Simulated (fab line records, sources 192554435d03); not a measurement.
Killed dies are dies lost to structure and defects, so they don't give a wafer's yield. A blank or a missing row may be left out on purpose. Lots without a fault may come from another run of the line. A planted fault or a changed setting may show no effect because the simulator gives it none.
fab line records | flow n5_finfet
record lots=24 wafers=72 last_day=18
route steps=1938 shown DUMMY_GATE@218 SPACER0@261 SD_EPI_N@293 SD_EPI_P@307
lots that met no fault: from a run of the same line without faults
start_h: hours from the record's first day to the start of the lot's first wafer shown | wait_h: hours since the lot's step before | " the same as in the row above | L1.1+2: a row that stands for several wafers | - no value, or no start given | * or withheld: withheld | < > ~ a bound
route shown NAME@n: a module of which the file shows steps, and the number in the route of the first | usual: mean/standard deviation of fault-free wafers | same: alike in all rows | chamber/n: place in a boat | sites: the reading at each site | _std_site: their standard deviation | _edge_site: outer sites' mean less inner sites' | radius_mm: how far each site lies from the wafer's centre | mask NAME#n: copy n | behind: the tool/chamber that last shaped the wafer | hold: why the lot was held/for how many hours/how that ended | device: the transistor (n, p or np) that didn't switch | end of line: the same wafers' tests at the end of the route | a step without rows: its recipe alone | killed: dies lost to structure and defects at the first sort, not the wafer's yield | map: a wafer's dies, x killed, . not, _ none there
set.NAME: the setting as run; set.NAME@STEP: as run at that earlier step | model.NAME: the simulator's own value behind a step, which no gauge read
steps of the route over a sample of lots; a table a step, a row a wafer
services: from which hour (start_h, from the record's first day; less than 0 if before it) a tool's chamber was out of use, for how many hours, and why
## steps
# step N5_DUMMY_GATE_CMP_04
# recipe material=a-Si post_cmp_clean=alkaline_brush
# usual motor_current_A=10.7/1.3 pad_life_wafers=806/620 slurry_filter_dp_kPa=13.50/0.14 time_to_endpoint_s=13.6/2
# columns lot.wafer tool chamber start_h wait_h motor_current_A pad_life_wafers slurry_filter_dp_kPa time_to_endpoint_s
L074.2 cmp-01 0 42.33 0.0 11.8 1464 13.52 12.6
L074.3 " 1 " " 11.0 1465 13.45 13.9
L074.4 " 3 " " 13.5 1467 13.55 10.6
L075.2 cmp-01 0 50.31 0.1 12.6 1532 13.71 13.3
L075.1 " 1 " " 10.8 1533 13.63 14.8
L075.5 " 2 " " 8.1 - 13.53 14.5
L076.2 cmp-03 2 58.21 0.1 12.1 79 13.32 15.5
L076.4 " 0 " " 9.5 81 13.53 15.5
L076.5 " 1 " " 10.3 - 13.57 13.8
L077.3 cmp-03 3 60.63 0.1 10.0 104 13.38 10.8
L077.5 " 1 " " 10.5 - 13.44 15.3
L077.6 " 2 " " 12.6 - 13.60 12.5
L078.1 cmp-03 3 66.09 0.0 10.2 156 13.56 12.1
L078.4 " 0 " " 9.7 157 13.14 12.1
L078.5 " 3 " " 10.5 - 13.59 14.2
L079.3 cmp-04 0 70.74 0.0 10.7 864 13.44 13.1
L079.1 " 1 " " 10.7 865 13.36 11.1
L079.5 " 0 " " 11.0 - 13.59 13.7
L080.2 cmp-03 3 80.76 0.0 10.3 276 13.49 13.1
L080.6 " 3 " " 10.8 - 13.40 14.1
L080.5 " 0 " " 9.4 - 13.50 14.5
L081.2 cmp-04 2 84.55 0.0 11.2 954 13.67 15.6
L081.3 " 3 " " 9.8 955 13.48 16.0
L081.1 " 1 " " 10.9 957 13.43 14.3
L082.1 cmp-03 0 90.64 0.0 9.2 354 13.48 15.5
L082.3 " 2 " " 12.1 356 13.39 13.4
L082.5 " 1 " " 10.4 - 13.61 13.0
L083.2 cmp-04 2 103.27 0.1 11.2 1083 13.34 10.7
L083.5 " 3 " " 9.3 - 13.70 8.9
L083.6 " 0 " " 11.2 - 13.21 12.6
L084.1 cmp-01 0 103.39 0.0 11.3 1986 13.54 13.9
L084.3 " 2 " " 8.1 1988 13.70 13.3
L084.6 " 1 " " 10.6 - 13.53 13.6
L085.2 cmp-03 1 111.11 0.1 10.5 511 13.59 13.0
L085.6 " 0 " " 9.5 - 13.32 13.2
L085.5 " 1 " " 10.8 - 13.57 11.5
L086.3 cmp-04 3 114.55 0.1 9.4 1190 13.30 13.5
L086.4 " 0 " " 11.0 1191 13.47 11.4
L086.5 " 2 " " 10.8 - 13.56 9.4
L087.4 cmp-01 2 119.34 0.0 8.2 0 13.65 13.2
L087.1 " 1 " " 11.0 3 13.72 10.5
L087.5 " 2 " " 8.0 - 13.42 12.2
L088.3 cmp-01 2 124.85 0.1 8.1 55 13.17 16.8
L088.2 " 3 " " 13.2 56 13.56 14.9
L088.5 " 2 " " 8.2 - 13.35 16.0
L089.2 cmp-03 2 130.65 0.0 12.3 708 13.56 14.4
L089.4 " 0 " " 9.2 710 13.60 16.4
L089.1 " 1 " " 10.3 711 13.29 16.2
L090.2 cmp-04 2 138.14 0.0 11.6 1416 13.52 14.0
L090.3 " 3 " " 10.0 1417 13.52 15.5
L090.1 " 0 " " 10.4 1418 13.46 17.4
L091.4 cmp-04 1 143.44 0.0 10.7 1464 13.58 14.9
L091.3 " 0 " " 10.6 1467 13.39 15.7
L091.6 " 1 " " 10.4 - 13.60 13.3
L092.4 cmp-03 0 152.31 0.1 9.3 902 13.39 18.0
L092.6 " 2 " " 11.9 - 13.27 16.3
L092.5 " 3 " " 10.3 - 13.36 16.3
L093.1 cmp-01 0 156.09 0.0 11.4 168 13.60 11.1
L093.4 " 1 " " 10.1 169 13.53 15.1
L093.6 " 1 " " 10.5 - 13.46 13.0
L094.2 cmp-01 3 163.02 0.0 13.4 228 13.50 12.6
L094.3 " 1 " " 10.2 230 13.57 13.7
L094.1 " 2 " " 7.8 231 13.64 13.0
L095.3 cmp-04 3 167.80 0.1 9.4 1705 13.68 15.1
L095.2 " 0 " " 11.2 1706 13.33 13.1
L095.1 " 1 " " 10.7 1707 13.46 10.0
L096.4 cmp-04 1 172.84 0.1 10.3 1735 13.91 14.2
L096.1 " 2 " " 11.2 1736 13.46 12.2
L096.3 " 3 " " 9.5 1737 13.37 14.2
L097.1 cmp-01 1 179.24 0.1 10.3 380 13.49 13.8
L097.3 " 2 " " 8.0 381 13.52 14.1
L097.6 " 3 " " 13.6 - 13.48 13.6
# step N5_DUMMY_GATE_INSPECT_17
# recipe mode=adi inspect_instrument=brightfield
# usual raw_defect_count=194/51
# columns lot.wafer tool chamber start_h wait_h raw_defect_count
L074.2 defect_inspect-01 - 47.11 0.0 213
L074.3 " - " " 148
L074.4 " - " " 206
L075.1 defect_inspect-01 - 55.03 0.1 172
L075.2 " - " " 278
L075.5 " - " " 175
L076.2 defect_inspect-02 - 62.84 0.0 258
L076.4 " - " " 248
L076.5 " - " " 186
L077.3 defect_inspect-01 - 65.34 0.0 176
L077.5 " - " " 143
L077.6 " - " " 139
L078.1 defect_inspect-01 - 70.73 0.1 223
L078.4 " - " " 214
L078.5 " - " " 181
L079.1 defect_inspect-02 - 75.51 0.1 264
L079.3 " - " " 243
L079.5 " - " " 184
L080.2 defect_inspect-01 - 87.35 0.0 160
L080.5 " - " " 150
L080.6 " - " " 158
L081.1 defect_inspect-02 - 89.32 0.1 169
L081.2 " - " " 235
L081.3 " - " " 224
L082.1 defect_inspect-01 - 95.41 0.1 127
L082.3 " - " " 178
L082.5 " - " " 172
L083.2 defect_inspect-02 - 107.82 0.0 222
L083.5 " - " " 202
L083.6 " - " " 199
L084.1 defect_inspect-02 - 108.18 0.1 169
L084.3 " - " " 161
L084.6 " - " " 186
L085.2 defect_inspect-02 - 115.84 0.0 187
L085.5 " - " " 245
L085.6 " - " " 209
L086.3 defect_inspect-02 - 119.26 0.0 144
L086.4 " - " " 166
L086.5 " - " " 180
L087.1 defect_inspect-02 - 124.09 0.1 267
L087.4 " - " " 174
L087.5 " - " " 207
L088.2 defect_inspect-02 - 129.45 0.0 104
L088.3 " - " " 148
L088.5 " - " " 159
L089.1 defect_inspect-02 - 137.36 0.1 208
L089.2 " - " " 262
L089.4 " - " " 303
L090.1 defect_inspect-02 - 142.89 0.1 201
L090.2 " - " " 164
L090.3 " - " " 224
L091.3 defect_inspect-02 - 148.11 0.0 191
L091.4 " - " " 150
L091.6 " - " " 120
L092.4 defect_inspect-01 - 157.01 0.0 175
L092.5 " - " " 174
L092.6 " - " " 139
L093.1 defect_inspect-01 - 160.74 0.1 151
L093.4 " - " " 164
L093.6 " - " " 253
L094.1 defect_inspect-02 - 167.79 0.1 278
L094.2 " - " " 182
L094.3 " - " " 206
L095.1 defect_inspect-01 - 172.42 0.1 184
L095.2 " - " " 156
L095.3 " - " " 125
L096.1 defect_inspect-01 - 177.45 0.1 120
L096.3 " - " " 301
L096.4 " - " " 246
L097.1 defect_inspect-02 - 183.93 0.1 141
L097.3 " - " " 91
L097.6 " - " " 150
# step N5_SPACER0_INSPECT_04
# recipe inspect_instrument=darkfield mode=post_dep
# usual raw_defect_count=134/28
# columns lot.wafer tool chamber start_h wait_h raw_defect_count
L074.2 defect_inspect-02 - 49.57 0.1 139
L074.3 " - " " 122
L074.4 " - " " 127
L075.1 defect_inspect-01 - 56.82 0.1 91
L075.2 " - " " 165
L075.5 " - " " 113
L076.2 defect_inspect-01 - 65.46 0.1 173
L076.4 " - " " 164
L076.5 " - " " 130
L077.3 defect_inspect-01 - 67.41 0.1 116
L077.5 " - " " 112
L077.6 " - " " 103
L078.1 defect_inspect-01 - 73.15 0.1 154
L078.4 " - " " 155
L078.5 " - " " 154
L079.1 defect_inspect-01 - 77.92 0.1 146
L079.3 " - " " 141
L079.5 " - " " 112
L080.2 defect_inspect-02 - 89.40 0.1 143
L080.5 " - " " 133
L080.6 " - " " 107
L081.1 defect_inspect-02 - 91.78 0.1 115
L081.2 " - " " 184
L081.3 " - " " 145
L082.1 defect_inspect-01 - 100.09 0.1 103
L082.3 " - " " 124
L082.5 " - " " 141
L083.2 defect_inspect-01 - 110.17 0.1 117
L083.5 " - " " 142
L083.6 " - " " 148
L084.1 defect_inspect-01 - 110.32 0.1 104
L084.3 " - " " 107
L084.6 " - " " 117
L085.2 defect_inspect-01 - 117.96 0.1 134
L085.5 " - " " 175
L085.6 " - " " 119
L086.3 defect_inspect-01 - 122.07 0.1 107
L086.4 " - " " 126
L086.5 " - " " 108
L087.1 defect_inspect-02 - 126.22 0.1 144
L087.4 " - " " 148
L087.5 " - " " 147
L088.2 defect_inspect-02 - 131.30 0.1 80
L088.3 " - " " 113
L088.5 " - " " 130
L089.1 defect_inspect-01 - 140.41 0.1 123
L089.2 " - " " 153
L089.4 " - " " 184
L090.1 defect_inspect-01 - 144.77 0.1 140
L090.2 " - " " 108
L090.3 " - " " 161
L091.3 defect_inspect-02 - 150.07 0.1 126
L091.4 " - " " 122
L091.6 " - " " 81
L092.4 defect_inspect-02 - 158.85 0.1 133
L092.5 " - " " 117
L092.6 " - " " 105
L093.1 defect_inspect-01 - 162.78 0.1 105
L093.4 " - " " 117
L093.6 " - " " 180
L094.1 defect_inspect-01 - 169.64 0.1 189
L094.2 " - " " 114
L094.3 " - " " 127
L095.1 defect_inspect-02 - 174.35 0.1 150
L095.2 " - " " 132
L095.3 " - " " 128
L096.1 defect_inspect-01 - 179.26 0.1 77
L096.3 " - " " 174
L096.4 " - " " 162
L097.1 defect_inspect-02 - 185.99 0.1 108
L097.3 " - " " 87
L097.6 " - " " 160
# step N5_SD_EPI_N_LINER_46
# recipe material=SiNx target_thk_a=30 temp_c=400 ald_precursor_family=SiH2I2 ald_co_reactant=N2/H2-plasma pressure_torr=2
# usual chamber_pressure_Torr=2.000/0.0046 heater_power_w=826/81 susceptor_temp_C=400.01/0.21
# columns lot.wafer tool chamber start_h wait_h chamber_pressure_Torr heater_power_w susceptor_temp_C
L074.2 ald_sin-03 3 53.81 0.2 1.996 879 400.28
L074.3 " 0 " " 2.001 715 399.91
L074.4 " 1 " " 2.004 661 399.68
L075.1 ald_sin-03 0 61.73 0.2 1.995 714 400.15
L075.2 " 1 " " 2.015 660 400.00
L075.5 " 0 " " 1.995 700 400.41
L076.2 ald_sin-02 2 69.70 0.2 1.998 844 399.90
L076.4 " 0 " " 1.998 885 400.18
L076.5 " 2 " " 2.000 863 400.10
L077.3 ald_sin-02 2 71.65 0.1 2.001 833 400.20
L077.5 " 3 " " 2.000 922 399.78
L077.6 " 2 " " 2.002 850 399.94
L078.1 ald_sin-02 0 78.25 0.2 2.000 906 399.50
L078.4 " 2 " " 2.005 827 399.82
L078.5 " 3 " " 1.993 914 400.18
L079.1 ald_sin-01 3 82.00 0.2 2.001 916 399.67
L079.3 " 2 " " 1.990 775 400.20
L079.5 " 1 " " 1.999 722 399.91
L080.2 ald_sin-02 1 93.97 0.5 1.990 812 399.82
L080.5 " 0 " " 2.003 877 400.14
L080.6 " 3 " " 1.990 917 400.17
L081.1 ald_sin-02 2 96.46 0.6 1.998 852 399.52
L081.2 " 3 " " 2.000 932 400.22
L081.3 " 1 " " 2.000 839 400.08
L082.1 ald_sin-02 0 104.31 0.2 2.002 912 399.89
L082.3 " 1 " " 2.003 813 400.05
L082.5 " 0 " " 1.997 893 399.68
L083.2 ald_sin-02 1 114.23 0.1 2.006 814 400.02
L083.5 " 0 " " 1.992 905 400.04
L083.6 " 3 " " 1.989 982 400.00
L084.1 ald_sin-01 2 114.37 0.2 2.000 771 400.10
L084.3 " 3 " " 2.005 897 400.10
L084.6 " 3 " " 2.011 925 400.05
L085.2 ald_sin-02 1 122.21 0.2 2.000 835 400.14
L085.5 " 2 " " 1.998 833 400.33
L085.6 " 1 " " 2.008 830 400.29
L086.3 ald_sin-02 3 126.13 0.1 2.006 927 399.65
L086.4 " 0 " " 1.996 886 399.86
L086.5 " 2 " " 2.002 859 400.20
L087.1 ald_sin-03 3 131.02 0.2 2.001 883 400.17
L087.4 " 2 " " 1.999 774 399.95
L087.5 " 3 " " 2.001 878 400.19
L088.2 ald_sin-03 3 135.35 0.1 1.999 906 399.78
L088.3 " 0 " " 2.006 718 399.70
L088.5 " 1 " " 2.004 661 399.59
L089.1 ald_sin-02 0 145.23 0.2 1.988 908 399.77
L089.2 " 1 " " 1.996 829 399.94
L089.4 " 3 " " 1.996 923 399.86
L090.1 ald_sin-01 1 148.95 0.2 2.008 735 400.09
L090.2 " 2 " " 2.004 756 399.84
L090.3 " 3 " " 2.003 921 399.94
L091.3 ald_sin-02 2 156.02 0.4 2.003 871 400.02
L091.4 " 3 " " 2.000 940 399.81
L091.6 " 2 " " 2.001 866 399.84
L092.4 ald_sin-01 2 163.24 0.4 1.995 764 400.02
L092.5 " 0 " " 1.999 789 400.28
L092.6 " 3 " " 2.000 909 399.92
L093.1 ald_sin-01 0 167.16 0.5 2.004 780 399.97
L093.4 " 2 " " 1.998 744 400.28
L093.6 " 3 " " 1.996 918 400.16
L094.1 ald_sin-01 3 173.71 0.2 1.998 904 400.41
L094.2 " 2 " " 1.995 762 399.97
L094.3 " 0 " " 1.996 781 400.09
L095.1 ald_sin-01 0 178.65 0.2 2.004 785 399.77
L095.2 " 3 " " 1.997 919 399.99
L095.3 " 1 " " 2.007 704 400.38
L096.1 ald_sin-03 0 183.73 0.2 2.007 725 399.98
L096.3 " 2 " " 2.008 803 400.24
L096.4 " 3 " " 2.004 881 399.93
L097.1 ald_sin-01 2 190.99 0.2 1.998 764 399.84
L097.3 " 1 " " 1.996 736 400.12
L097.6 " 2 " " 1.998 756 399.96
# step N5_SD_EPI_P_ETCH_36
# recipe chemistry=CF4 target=SiARC target_depth_a=455 mask_material=CAR-ArF-block time_s=75.8 ion_energy_ev=80 pressure_mtorr=40 source_w=545 bias_w=36 Ar_flow_sccm=100 cf4_flow_sccm=100 ends=cleared
# usual drypump_motor_current_A=5.7/0.51 etch_rf_on_time_s=75.1/1.5 oes_product_au=0.69/0.071 rf_fwd_power_W=539.4/2.1 rf_vpp_V=184.1/1.3 showerhead_plenum_p_Torr=2.15/0.074 throttle_valve_pct=15.60/0.19
# columns lot.wafer tool chamber start_h wait_h drypump_motor_current_A etch_rf_on_time_s oes_product_au rf_fwd_power_W rf_hours_counter_h rf_vpp_V showerhead_plenum_p_Torr throttle_valve_pct
L074.2 rie_diel-05 0 54.48 0.0 6.3 73.3 0.82 538.8 9 183.7 2.10 15.67
L074.3 " 3 " " 5.3 76.7 0.62 541.1 190 183.5 2.13 15.54
L074.4 " 0 " " 6.3 73.5 0.81 538.7 - 182.9 2.10 15.66
L075.1 rie_diel-03 0 62.50 0.0 5.4 75.9 0.69 542.2 105 184.8 2.16 15.71
L075.2 " 2 " " 6.2 76.0 0.77 536.5 26 183.7 2.19 15.33
L075.5 " 3 " " 6.0 76.1 0.57 544.3 - 182.3 2.03 16.15
L076.2 rie_diel-05 0 70.48 0.0 6.3 74.0 0.79 541.2 16 184.1 2.10 15.69
L076.4 " 1 " " 5.3 74.2 0.80 539.3 20 186.0 2.27 15.29
L076.5 " 1 " " 5.3 73.6 0.81 542.2 - 187.3 2.27 15.28
L077.3 rie_diel-04 0 72.45 0.0 6.2 77.7 0.65 537.9 144 183.4 2.14 15.50
L077.5 " 1 " " 5.3 73.7 0.78 539.7 - 184.2 2.10 15.79
L077.6 " 2 " " 4.8 75.4 0.65 539.9 - 185.9 2.23 15.44
L078.1 rie_diel-04 0 78.90 0.0 6.3 77.5 0.64 537.3 146 183.7 2.14 15.47
L078.4 " 1 " " 5.4 72.7 0.79 536.1 19 183.0 2.10 15.79
L078.5 " 1 " " 5.4 73.4 0.78 535.6 - 183.9 2.10 15.78
L079.1 rie_diel-04 0 82.77 0.0 6.3 78.2 0.64 538.2 147 185.5 2.14 15.49
L079.3 " 1 " " 5.4 73.0 0.78 538.5 20 184.2 2.10 15.79
L079.5 " 2 " " 4.8 75.3 0.65 542.7 - 185.7 2.23 15.43
L080.2 rie_diel-03 2 94.62 0.0 6.2 76.4 0.75 537.1 42 184.8 2.18 15.37
L080.5 " 0 " " 5.4 76.6 0.67 539.6 - 184.5 2.15 15.74
L080.6 " 2 " " 6.2 75.3 0.75 535.9 - 184.3 2.18 15.36
L081.1 rie_diel-03 0 97.24 0.0 5.4 75.0 0.67 540.4 122 184.3 2.15 15.74
L081.2 " 2 " " 6.1 74.9 0.76 536.8 43 184.4 2.18 15.38
L081.3 " 3 " " 6.1 76.0 0.57 543.5 279 182.5 2.02 16.16
L082.1 rie_diel-04 3 105.05 0.0 6.0 73.8 0.65 536.8 143 182.1 2.06 15.57
L082.3 " 2 " " 4.8 74.8 0.65 538.3 157 185.3 2.23 15.43
L082.5 " 0 " " 6.3 77.0 0.64 537.9 - 183.9 2.14 15.51
L083.2 rie_diel-04 0 114.87 0.0 6.3 77.3 0.64 541.2 155 182.4 2.14 15.52
L083.5 " 0 " " 6.3 77.3 0.64 542.1 - 183.7 2.14 15.52
L083.6 " 1 " " 5.4 72.6 0.77 537.9 - 183.1 2.10 15.81
L084.1 rie_diel-05 3 115.04 0.0 5.3 77.3 0.60 538.9 209 185.4 2.13 15.57
L084.3 " 2 " " 5.4 75.3 0.76 539.9 47 184.9 2.26 15.40
L084.6 " 3 " " 5.3 77.5 0.60 539.0 - 184.3 2.13 15.57
L085.2 rie_diel-04 0 122.98 0.0 6.3 78.3 0.63 539.8 159 183.2 2.13 15.52
L085.5 " 1 " " 5.4 73.5 0.76 539.4 - 182.4 2.10 15.81
L085.6 " 0 " " 6.3 77.8 0.63 536.4 - 185.4 2.13 15.52
L086.3 rie_diel-04 1 126.92 0.0 5.4 73.7 0.75 537.4 34 183.8 2.10 15.82
L086.4 " 0 " " 6.3 77.6 0.63 537.1 160 183.8 2.13 15.53
L086.5 " 2 " " 4.7 75.4 0.64 541.9 - 185.8 2.22 15.46
L087.1 rie_diel-04 0 131.80 0.0 6.3 76.8 0.64 539.3 162 184.5 2.13 15.52
L087.4 " 2 " " 4.8 76.2 0.63 542.2 166 184.1 2.22 15.46
L087.5 " 3 " " 6.0 73.4 0.65 539.7 - 182.0 2.06 15.58
L088.2 rie_diel-04 1 136.50 0.0 5.4 73.3 0.75 538.1 37 185.4 2.10 15.83
L088.3 " 2 " " 4.8 75.6 0.63 540.7 167 185.7 2.22 15.46
L088.5 " 2 " " 4.7 75.5 0.63 541.4 - 184.4 2.22 15.47
L089.1 rie_diel-05 0 146.21 0.0 6.3 73.6 0.76 542.0 38 182.7 2.09 15.74
L089.2 " 2 " " 5.4 74.5 0.75 542.1 58 186.6 2.25 15.40
L089.4 " 1 " " 5.3 72.5 0.77 541.3 45 183.9 2.26 15.33
L090.1 rie_diel-04 3 149.72 0.0 6.0 73.4 0.65 535.3 157 182.9 2.06 15.59
L090.2 " 1 " " 5.4 74.0 0.75 538.3 41 184.2 2.10 15.83
L090.3 " 2 " " 4.8 75.6 0.63 538.7 172 184.5 2.22 15.46
L091.3 rie_diel-04 0 156.79 0.0 6.2 77.5 0.63 537.0 168 182.9 2.13 15.52
L091.4 " 1 " " 5.4 73.1 0.75 539.1 42 183.7 2.09 15.84
L091.6 " 2 " " 4.8 75.4 0.63 540.0 - 184.7 2.22 15.45
L092.4 rie_diel-03 3 164.02 0.0 6.0 73.6 0.83 542.9 10 185.9 2.28 15.63
L092.5 " 0 " " 5.4 75.2 0.65 540.7 - 183.5 2.15 15.78
L092.6 " 1 " " 6.0 75.5 0.63 535.8 - 183.4 2.05 15.62
L093.1 rie_diel-03 0 167.80 0.0 5.4 75.5 0.66 537.5 148 183.8 2.14 15.77
L093.4 " 3 " " 6.0 74.3 0.82 540.7 - 186.2 2.28 15.63
L093.6 " 0 " " 5.4 76.8 0.65 538.6 - 183.4 2.14 15.78
L094.1 rie_diel-04 0 174.49 0.0 6.3 77.5 0.63 541.2 174 185.2 2.13 15.55
L094.2 " 2 " " 4.8 75.5 0.63 540.3 180 185.7 2.22 15.47
L094.3 " 3 " " 6.0 73.1 0.65 538.5 160 182.3 2.06 15.59
L095.1 rie_diel-05 2 179.44 0.0 5.4 75.3 0.74 537.0 69 186.4 2.25 15.45
L095.2 " 1 " " 5.3 73.1 0.76 541.6 55 184.2 2.26 15.36
L095.3 " 0 " " 6.3 73.8 0.75 539.4 48 184.3 2.09 15.74
L096.1 rie_diel-03 3 184.38 0.0 6.1 73.7 0.81 539.9 17 183.8 2.28 15.64
L096.3 " 1 " " 5.9 75.3 0.62 536.5 191 182.5 2.04 15.64
L096.4 " 2 " " 6.2 75.5 0.72 539.2 70 185.4 2.17 15.43
L097.1 rie_diel-03 0 191.76 0.0 5.4 75.5 0.64 537.7 155 184.0 2.14 15.81
L097.3 " 3 " " 6.1 74.7 0.80 544.7 19 185.5 2.28 15.63
L097.6 " 1 " " 6.0 75.5 0.63 537.9 - 183.0 2.04 15.63
# step N5_SD_EPI_P_EPI_MEAS_23
# recipe mode=xrd
# usual thk_nm=61.0/1.2
# columns lot.wafer tool chamber start_h wait_h thk_nm
L074.2 film_metro-01 - 58.03 1.5 60.8
L074.3 " - " " 63.0
L074.4 " - " " 61.0
L075.1 film_metro-02 - 66.85 2.4 61.5
L075.2 " - " " 59.7
L075.5 " - " " 59.6
L076.2 film_metro-02 - 73.99 1.5 60.3
L076.4 " - " " 59.2
L076.5 " - " " 58.3
L077.3 film_metro-02 - 75.98 1.1 62.0
L077.5 " - " " 61.3
L077.6 " - " " 62.8
L078.1 film_metro-01 - 82.40 1.8 61.8
L078.4 " - " " 62.8
L078.5 " - " " 62.5
L079.1 film_metro-01 - 86.28 1.8 60.6
L079.3 " - " " 59.0
L079.5 " - " " 60.9
L080.2 film_metro-01 - 100.12 2.6 60.7
L080.5 " - " " 59.7
L080.6 " - " " 62.2
L081.1 film_metro-02 - 100.82 1.8 61.6
L081.2 " - " " 60.1
L081.3 " - " " 62.0
L082.1 film_metro-02 - 108.57 1.8 60.8
L082.3 " - " " 61.0
L082.5 " - " " 62.1
L084.1 film_metro-02 - 118.55 1.8 59.5
L084.3 " - " " 60.4
L084.6 " - " " 59.6
L083.2 film_metro-01 - 119.63 1.5 61.8
L083.5 " - " " 60.9
L083.6 " - " " 60.8
L085.2 film_metro-02 - 126.49 1.5 61.0
L085.5 " - " " 62.4
L085.6 " - " " 61.8
L086.3 film_metro-01 - 130.44 1.1 62.4
L086.4 " - " " 61.5
L086.5 " - " " 62.0
L087.1 film_metro-01 - 135.92 1.8 60.4
L087.4 " - " " 60.4
L087.5 " - " " 61.2
L088.2 film_metro-02 - 140.01 1.5 60.5
L088.3 " - " " 60.9
L088.5 " - " " 62.1
L089.1 film_metro-02 - 150.56 2.4 62.2
L089.2 " - " " 60.9
L089.4 " - " " 62.8
L090.1 film_metro-02 - 153.25 1.9 60.6
L090.2 " - " " 60.1
L090.3 " - " " 61.9
L091.3 film_metro-02 - 160.31 1.1 60.8
L091.4 " - " " 61.6
L091.6 " - " " 60.3
L092.4 film_metro-02 - 168.37 1.0 60.3
L092.5 " - " " 62.3
L092.6 " - " " 58.6
L093.1 film_metro-01 - 171.31 1.8 61.1
L093.4 " - " " 62.0
L093.6 " - " " 61.1
L094.1 film_metro-01 - 178.10 1.8 61.9
L094.2 " - " " 61.6
L094.3 " - " " 62.9
L095.1 film_metro-02 - 183.79 2.4 61.2
L095.2 " - " " 62.9
L095.3 " - " " 61.1
L096.1 film_metro-02 - 188.73 2.4 57.5
L096.3 " - " " 60.4
L096.4 " - " " 61.0
L097.1 film_metro-01 - 197.23 3.2 58.6
L097.3 " - " " 59.3
L097.6 " - " " 59.5
## services
# columns tool chamber start_h hours kind
cmp-03 - 23.93 1.4 repair
cmp-04 - 27.50 3.7 repair
cmp-03 - 44.09 4.0 pm
rie_diel-05 1 53.03 12.9 repair
rie_diel-03 - 57.84 2.8 pm
cmp-04 - 64.33 2.2 repair
rie_diel-03 3 69.26 7.2 repair
cmp-03 - 72.45 0.3 repair
cmp-04 - 76.62 3.1 repair
cmp-01 - 84.26 1.0 repair
ald_sin-01 - 85.31 14.0 pm
rie_diel-04 - 86.96 1.0 repair
rie_diel-05 2 91.74 2.1 repair
cmp-03 - 94.83 0.4 repair
ald_sin-01 - 99.31 2.8 pm
cmp-01 - 115.10 4.0 pm
cmp-01 - 132.38 17.3 repair
ald_sin-03 - 153.63 2.8 pm
rie_diel-04 3 158.32 14.6 repair
rie_diel-03 2 166.17 6.7 repair
ald_sin-02 - 178.08 14.0 pm
ald_sin-02 0 178.08 14.0 vent_cycle
ald_sin-02 1 178.08 14.0 vent_cycle
ald_sin-02 2 178.08 14.0 vent_cycle
## key
fault none
